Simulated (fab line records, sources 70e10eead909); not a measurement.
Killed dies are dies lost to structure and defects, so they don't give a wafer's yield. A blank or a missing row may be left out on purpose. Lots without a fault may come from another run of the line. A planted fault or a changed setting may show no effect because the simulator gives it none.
fab line records | flow nand_harc
record lots=7 wafers=21 last_day=32
route steps=1302 shown P_M0@262
lots that met no fault: from a run of the same line without faults
start_h: hours from the record's first day to the start of the lot's first wafer shown | wait_h: hours since the lot's step before | " the same as in the row above | L1.1+2: a row that stands for several wafers | - no value, or no start given | * or withheld: withheld | < > ~ a bound
route shown NAME@n: a module of which the file shows steps, and the number in the route of the first | usual: mean/standard deviation of fault-free wafers | same: alike in all rows | chamber/n: place in a boat | sites: the reading at each site | _std_site: their standard deviation | _edge_site: outer sites' mean less inner sites' | radius_mm: how far each site lies from the wafer's centre | mask NAME#n: copy n | behind: the tool/chamber that last shaped the wafer | hold: why the lot was held/for how many hours/how that ended | device: the transistor (n, p or np) that didn't switch | end of line: the same wafers' tests at the end of the route | a step without rows: its recipe alone | killed: dies lost to structure and defects at the first sort, not the wafer's yield | map: a wafer's dies, x killed, . not, _ none there
set.NAME: the setting as run; set.NAME@STEP: as run at that earlier step | model.NAME: the simulator's own value behind a step, which no gauge read
lots at some steps of the route; a table a step, a row a wafer
services: from which hour (start_h, from the record's first day; less than 0 if before it) a tool's chamber was out of use, for how many hours, and why
## steps
# step NHARC_P_M0_DEVELOP_08
# recipe develop_time_s=35 dev_temp_c=23
# step NHARC_P_M0_CD_MEAS_09
# recipe target_cd_nm=90 landing_energy_ev=500
# usual cd_nm=90.1/0.65
# columns lot.wafer tool chamber start_h wait_h cd_nm
L509.1 cd_sem-03 0 145.69 - 89.2
L509.2 " 0 " " 88.6
L509.4 " 0 " " 89.5
L516.1 cd_sem-03 0 212.42 - 90.2
L516.2 " 0 " " 89.1
L516.6 " 0 " " 89.9
L517.1 cd_sem-03 0 229.74 - 90.8
L517.3 " 0 " " 90.2
L517.4 " 0 " " 90.1
L518.2 cd_sem-03 0 235.11 - 89.7
L518.4 " 0 " " 88.4
L518.5 " 0 " " 88.5
L520.1 cd_sem-01 0 246.40 - 90.2
L520.2 " 0 " " 90.7
L520.3 " 0 " " 89.6
L522.4 cd_sem-03 0 266.24 - 90.0
L522.5 " 0 " " 90.6
L522.6 " 0 " " 90.6
L526.3 cd_sem-02 0 307.94 - 90.1
L526.4 " 0 " " 90.8
L526.6 " 0 " " 89.3
# step NHARC_P_M0_OVL_MEAS_10
# recipe pitch_nm=180
# usual overlay_x_nm=0.0/0.85 overlay_y_nm=0.2/0.72
# columns lot.wafer tool chamber start_h wait_h overlay_x_nm overlay_y_nm
L509.1 overlay-02 - 145.78 - 0.0 0.7
L509.2 " - " " -0.2 1.2
L509.4 " - " " -0.6 2.1
L516.1 overlay-02 - 212.51 - 0.1 0.2
L516.2 " - " " -0.1 0.9
L516.6 " - " " 0.0 0.5
L517.1 overlay-02 - 229.83 - -0.2 -1.6
L517.3 " - " " -0.1 -0.9
L517.4 " - " " 0.1 -0.6
L518.2 overlay-01 - 235.19 - 0.6 0.3
L518.4 " - " " 1.2 0.3
L518.5 " - " " 0.8 -0.1
L520.1 overlay-02 - 246.49 - 0.2 -0.4
L520.2 " - " " -0.4 -1.9
L520.3 " - " " -0.2 -1.0
L522.4 overlay-02 - 266.32 - 0.4 0.0
L522.5 " - " " 0.6 0.5
L522.6 " - " " 0.1 0.8
L526.3 overlay-02 - 308.02 - 1.3 0.9
L526.4 " - " " 1.3 0.8
L526.6 " - " " 1.8 1.0
# step NHARC_P_M0_INSPECT_11
# usual raw_defect_count=3.9/2.4
# columns lot.wafer tool chamber start_h wait_h raw_defect_count
L509.1 defect_inspect-01 - 145.82 0.0 1
L509.2 " - " " 5
L509.4 " - " " 1
L516.1 defect_inspect-02 - 212.55 0.0 2
L516.2 " - " " 5
L516.6 " - " " 3
L517.1 defect_inspect-02 - 229.87 0.0 4
L517.3 " - " " 6
L517.4 " - " " 3
L518.2 defect_inspect-01 - 235.23 0.0 2
L518.4 " - " " 3
L518.5 " - " " 3
L520.1 defect_inspect-02 - 246.53 0.0 2
L520.2 " - " " 1
L520.3 " - " " 2
L522.4 defect_inspect-02 - 266.37 0.0 5
L522.5 " - " " 4
L522.6 " - " " 2
L526.3 defect_inspect-02 - 308.06 0.0 4
L526.4 " - " " 7
L526.6 " - " " 2
# step NHARC_P_M0_DESCUM_14
# recipe time_s=3 o2_flow_sccm=200 ar_flow_sccm=0 bias_power_w=0 chemistry=O2
# usual drypump_motor_current_A=5.7/0.4 o2_flow_sccm=200.0/0.63 oes_product_au=1.003/0.01 rf_vpp_V=57.6/0.86 showerhead_plenum_p_Torr=1.87/0.086 throttle_valve_pct=11.311/0.0099
# columns lot.wafer tool chamber start_h wait_h drypump_motor_current_A o2_flow_sccm oes_product_au rf_hours_counter_h rf_vpp_V showerhead_plenum_p_Torr throttle_valve_pct
L509.4 rie_diel-08 2 145.90 0.1 5.9 199.5 0.999 45 57.5 1.92 11.303
L509.1 " 3 " " 6.2 200.7 0.988 45 56.4 1.83 11.319
L509.2 " 1 " " 4.8 199.8 0.996 38 57.2 1.91 11.323
L516.2 rie_diel-08 2 212.62 0.1 5.9 199.5 1.009 5 57.8 1.91 11.315
L516.1 " 3 " " 6.1 200.2 0.991 5 58.3 1.82 11.324
L516.6 " 2 " " 5.9 200.4 0.989 - 58.8 1.91 11.311
L517.4 rie_diel-08 0 229.94 0.1 5.3 200.7 0.996 5 57.8 1.93 11.297
L517.3 " 1 " " 4.8 200.1 0.995 11 57.6 1.90 11.319
L517.1 " 2 " " 5.9 200.4 0.999 11 58.7 1.91 11.306
L518.4 rie_diel-09 1 235.30 0.1 5.7 201.1 1.011 13 56.6 1.78 11.306
L518.2 " 3 " " 6.2 199.2 1.013 12 56.8 1.80 11.297
L518.5 " 1 " " 5.7 200.1 1.007 - 57.2 1.79 11.311
L520.2 rie_diel-08 1 246.60 0.1 4.8 200.2 0.993 17 58.3 1.90 11.298
L520.3 " 2 " " 5.9 200.1 0.993 17 58.2 1.91 11.301
L520.1 " 3 " " 6.1 201.0 0.994 18 57.4 1.82 11.300
L522.4 rie_diel-09 0 266.42 0.1 5.3 200.1 1.013 16 58.9 2.04 11.328
L522.5 " 0 " " 5.3 200.6 1.002 - 55.8 2.04 11.297
L522.6 " 1 " " 5.7 200.1 1.007 - 55.5 1.78 11.330
L526.4 rie_diel-09 1 308.13 0.1 5.6 198.4 1.007 25 58.6 1.78 11.316
L526.3 " 2 " " 5.6 199.5 1.007 26 56.5 1.79 11.315
L526.6 " 1 " " 5.7 199.0 1.010 - 57.2 1.78 11.303
# step NHARC_P_M0_ETCH_34
# recipe target_depth_a=400 overetch_a=120 time_s=43.94 ion_energy_ev=200 n2_flow_sccm=150 h2_flow_sccm=150 ar_flow_sccm=0 rf_w=400 bias_w=150 chemistry=N2/H2
# step NHARC_P_M0_ETCH_15
# recipe target_depth_a=1500 overetch_a=150 time_s=82.5 c4f8_flow_sccm=withheld ar_flow_sccm=400 rf_w=600 bias_w=300 chemistry=C4F8/Ar
# usual oes_product_au=0.961/0.022 rf_vpp_V=439.4/2.9
# columns lot.wafer tool chamber start_h wait_h oes_product_au rf_hours_counter_h rf_vpp_V
L509.2 rie_diel-08 1 - - 0.929 38 440.6
L509.1 " 2 " " 0.927 45 440.9
L509.4 " 3 " " 0.908 45 438.8
L516.1 rie_diel-08 1 - - 0.943 6 440.5
L516.2 " 2 " " 0.945 6 440.6
L516.6 " 0 " " 0.965 - 441.0
L517.4 rie_diel-08 2 - - 0.978 11 439.1
L517.1 " 3 " " 0.954 10 438.4
L517.3 " 1 " " 0.971 11 440.7
L518.2 rie_diel-09 2 - - 0.987 13 438.0
L518.4 " 0 " " 0.976 13 444.9
L518.5 " 1 " " 0.970 - 437.6
L520.3 rie_diel-08 3 - - 0.981 18 439.0
L520.1 " 0 " " 0.948 13 440.4
L520.2 " 1 " " 0.958 17 440.7
L522.4 rie_diel-09 3 - - 0.989 16 437.9
L522.6 " 2 " " 0.981 - 436.3
L522.5 " 3 " " 0.988 - 436.3
L526.4 rie_diel-09 1 - - 0.960 25 436.6
L526.3 " 3 " " 0.984 25 437.9
L526.6 " 0 " " 0.961 - 445.3
# step NHARC_P_M0_CD_MEAS_16
# usual cd_nm=90.1/0.83
# columns lot.wafer tool chamber start_h wait_h cd_nm
L509.1 cd_sem-02 - 146.21 - 88.2
L509.2 " - " " 88.5
L509.4 " - " " 89.2
L516.1 cd_sem-01 - 213.04 - 90.3
L516.2 " - " " 88.7
L516.6 " - " " 89.0
L517.1 cd_sem-03 - 230.23 - 90.4
L517.3 " - " " 90.3
L517.4 " - " " 90.0
L518.2 cd_sem-03 - 235.59 - 88.8
L518.4 " - " " 87.9
L518.5 " - " " 88.1
L520.1 cd_sem-03 - 246.92 - 90.7
L520.2 " - " " 90.6
L520.3 " - " " 89.3
L522.4 cd_sem-03 - 266.73 - 90.2
L522.5 " - " " 90.5
L522.6 " - " " 90.4
L526.3 cd_sem-01 - 308.43 - 91.2
L526.4 " - " " 89.8
L526.6 " - " " 89.8
# step NHARC_P_M0_STRIP_18
# recipe power_w=1000 n2_flow_sccm=150 h2_flow_sccm=150 ar_flow_sccm=0 bias_w=0 chemistry=N2/H2
# usual drypump_motor_current_A=5.7/0.38 oes_product_au=1.004/0.01 rf_vpp_V=90.3/1.1 showerhead_plenum_p_Torr=1.98/0.094 throttle_valve_pct=14.172/0.0085
# columns lot.wafer tool chamber start_h wait_h drypump_motor_current_A oes_product_au rf_hours_counter_h rf_vpp_V showerhead_plenum_p_Torr throttle_valve_pct
L509.4 rie_diel-08 2 146.28 0.1 5.9 0.999 45 91.2 2.05 14.163
L509.2 " 3 " " 6.1 0.986 45 91.3 1.95 14.179
L509.1 " 1 " " 4.8 0.997 38 90.8 2.04 14.189
L516.2 rie_diel-09 1 213.12 0.1 5.7 1.025 12 89.6 1.90 14.170
L516.1 " 3 " " 6.2 1.015 11 88.4 1.92 14.175
L516.6 " 1 " " 5.7 1.002 - 89.3 1.90 14.183
L517.4 rie_diel-08 0 230.31 0.1 5.3 1.000 5 91.9 2.06 14.157
L517.3 " 1 " " 4.8 0.987 11 91.2 2.03 14.185
L517.1 " 3 " " 6.2 0.994 10 90.9 1.94 14.174
L518.4 rie_diel-09 3 235.72 0.1 6.2 1.005 12 88.5 1.92 14.175
L518.2 " 0 " " 5.3 0.997 13 91.1 2.18 14.169
L518.5 " 1 " " 5.7 1.002 - 90.1 1.90 14.163
L520.1 rie_diel-09 2 247.02 0.1 5.6 1.000 15 89.8 1.91 14.160
L520.2 " 3 " " 6.2 1.011 14 91.4 1.92 14.170
L520.3 " 0 " " 5.3 1.013 15 92.2 2.18 14.174
L522.4 rie_diel-09 2 266.85 0.1 5.6 1.008 17 89.3 1.91 14.159
L522.6 " 0 " " 5.3 1.014 - 92.3 2.18 14.173
L522.5 " 1 " " 5.7 1.004 - 87.8 1.90 14.170
L526.4 rie_diel-08 3 308.50 0.1 6.2 0.996 44 90.1 1.93 14.174
L526.3 " 1 " " 4.8 0.999 37 92.2 2.02 14.176
L526.6 " 3 " " 6.2 1.009 - 89.9 1.93 14.179
# step NHARC_P_M0_STRIP_19
# recipe time_s=600 temp_c=30 chemistry=post_etch_residue_remover
# step NHARC_P_M0_DEGAS_28
# recipe temp_c=250 time_s=60
# usual heater_power_w=329/34 susceptor_temp_C=249.97/0.17
# columns lot.wafer tool chamber start_h wait_h heater_power_w susceptor_temp_C
L509.1 pvd_sputter-02 - 146.83 - 333 -
L509.2 " - " " 296 -
L509.4 " - " " 371 -
L516.1 pvd_sputter-02 - 213.67 - 336 250.01
L516.2 " - " " 384 250.17
L516.6 " - " " 281 250.01
L517.4 pvd_sputter-03 - 230.86 - 408 250.08
L517.3 " - " " 322 249.93
L517.1 " - " " 324 250.20
L518.2 pvd_sputter-03 - 236.21 - 321 250.14
L518.4 " - " " 383 249.74
L518.5 " - " " 371 250.11
L520.2 pvd_sputter-01 - 247.54 - 318 -
L520.3 " - " " 310 -
L520.1 " - " " 306 -
L522.4 pvd_sputter-01 - 267.35 - 314 249.84
L522.6 " - " " 340 250.25
L522.5 " - " " 304 250.05
L526.4 pvd_sputter-02 - 309.06 - 374 250.03
L526.3 " - " " 286 249.95
L526.6 " - " " 324 249.80
# step NHARC_P_M0_PRE_CLEAN_29
# recipe time_s=30 temp_c=280 gas=H2/He
# step NHARC_P_M0_PVD_20
# recipe target_thk_a=50 bias_v=168.6 power_w=15000 chamber_pressure_pa=0.12 time_s=8.06 substrate_temp_c=50 material=TaN
# usual bias_v=168.7/1.7 cathode_dc_power_W=15000/2.7 throttle_valve_pct=30.0/0.85
# columns lot.wafer tool chamber start_h wait_h bias_v cathode_dc_power_W throttle_valve_pct
L509.2 pvd_sputter-02 - 146.95 - 170.0 15003 31.0
L509.4 " - " " 168.3 15001 30.3
L509.1 " - " " 168.0 14997 28.8
L516.2 pvd_sputter-02 - 213.81 - - - -
L516.1 " - " " - - -
L516.6 " - " " - - -
L517.4 pvd_sputter-03 - 230.97 - - - -
L517.3 " - " " - - -
L517.1 " - " " - - -
L518.4 pvd_sputter-03 - 236.32 - - - -
L518.2 " - " " - - -
L518.5 " - " " - - -
L520.2 pvd_sputter-01 - 247.66 - 166.2 14997 29.8
L520.3 " - " " 168.7 15003 30.3
L520.1 " - " " 166.7 14998 30.6
L522.4 pvd_sputter-01 - 267.50 - 167.6 14999 30.1
L522.6 " - " " 167.9 14998 30.2
L522.5 " - " " 171.0 15002 30.4
L526.3 pvd_sputter-02 - 309.16 - 167.4 15006 29.1
L526.4 " - " " 168.1 15000 30.7
L526.6 " - " " 165.1 15000 28.9
# step NHARC_P_M0_PVD_21
# recipe target_thk_a=300 chamber_pressure_pa=5 power_w=5000 substrate_temp_c=30 time_s=20.49 material=Cu
# usual cathode_dc_power_W=4999.9/0.87 chamber_pressure_pa=5.000/0.0098 throttle_valve_pct=29.9/0.82
# columns lot.wafer tool chamber start_h wait_h cathode_dc_power_W chamber_pressure_pa throttle_valve_pct
L509.2 pvd_sputter-02 - - - 4999.8 4.994 30.6
L509.1 " - " " 4999.3 5.006 31.0
L509.4 " - " " 4998.7 4.994 30.2
L516.2 pvd_sputter-02 - - - 5001.6 5.006 30.0
L516.1 " - " " 4999.4 5.012 30.5
L516.6 " - " " 5000.6 5.007 31.0
L517.3 pvd_sputter-03 - - - 4999.8 5.003 29.0
L517.4 " - " " 4999.2 5.000 30.8
L517.1 " - " " 4999.4 5.012 28.6
L518.2 pvd_sputter-03 - - - 5000.6 4.985 29.4
L518.4 " - " " 4997.9 4.998 31.0
L518.5 " - " " 5002.1 4.997 28.6
L520.1 pvd_sputter-01 - - - 4999.5 5.013 29.7
L520.3 " - " " 4999.6 4.995 30.6
L520.2 " - " " 4999.4 4.989 30.2
L522.4 pvd_sputter-01 - - - 5000.0 5.009 30.8
L522.6 " - " " 4999.9 4.999 30.5
L522.5 " - " " 5000.3 4.999 30.5
L526.4 pvd_sputter-02 - - - 5000.3 4.990 29.2
L526.3 " - " " 4999.4 5.010 30.2
L526.6 " - " " 5000.6 4.992 29.1
## services
# columns tool chamber start_h hours kind
rie_diel-09 3 122.63 4.3 repair
rie_diel-09 - 143.10 9.0 pm
rie_diel-08 0 145.31 - clean
rie_diel-08 1 145.31 - clean
rie_diel-08 2 145.31 - clean
rie_diel-08 3 145.31 - clean
rie_diel-08 0 166.88 42.8 repair
rie_diel-08 1 169.91 - clean
rie_diel-08 2 169.91 - clean
rie_diel-08 3 169.91 - clean
pvd_sputter-03 - 170.18 10.0 pm
rie_diel-08 - 174.12 0.1 repair
rie_diel-08 - 191.24 9.0 pm
rie_diel-08 1 191.24 9.0 vent_cycle
rie_diel-08 2 191.24 9.0 vent_cycle
rie_diel-08 3 191.24 9.0 vent_cycle
rie_diel-08 1 200.24 - clean
rie_diel-08 2 200.24 - clean
pvd_sputter-01 - 226.00 10.0 pm
pvd_sputter-01 - 272.83 5.4 repair
rie_diel-08 1 278.01 5.6 repair
pvd_sputter-02 - 282.00 10.0 pm
rie_diel-09 - 287.54 0.2 repair
rie_diel-08 2 292.08 1.3 repair
## key
first_sign step=NHARC_P_M0_PVD_20 reading=tool_record direction=missing
effect none on later readings
met_at NHARC_P_M0_PVD_20
struck_wafers L516.1,L516.2,L516.6,L517.1,L517.3,L517.4,L518.2,L518.4,L518.5
later_rows_left_out L516.1,L516.2,L516.6,L517.1,L517.3,L517.4,L518.2,L518.4,L518.5
sort_left_out L516.1,L516.2,L516.6,L517.1,L517.3,L517.4,L518.2,L518.4,L518.5
onset_between 146.95 213.81
fault kind=skipped_step_whole tool=pvd_sputter-02,pvd_sputter-03 chamber=- onset_h=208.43 steps=NHARC_P_M0_PVD_20 scope=struck_lots_only
# sort_left_out: the simulated sort isn't trusted on such a fault, so these wafers' sort isn't shown, and their yield isn't known
# later_rows_left_out: the simulator's readings of these wafers behind a module that went badly wrong aren't trusted and aren't shown, but for the sort
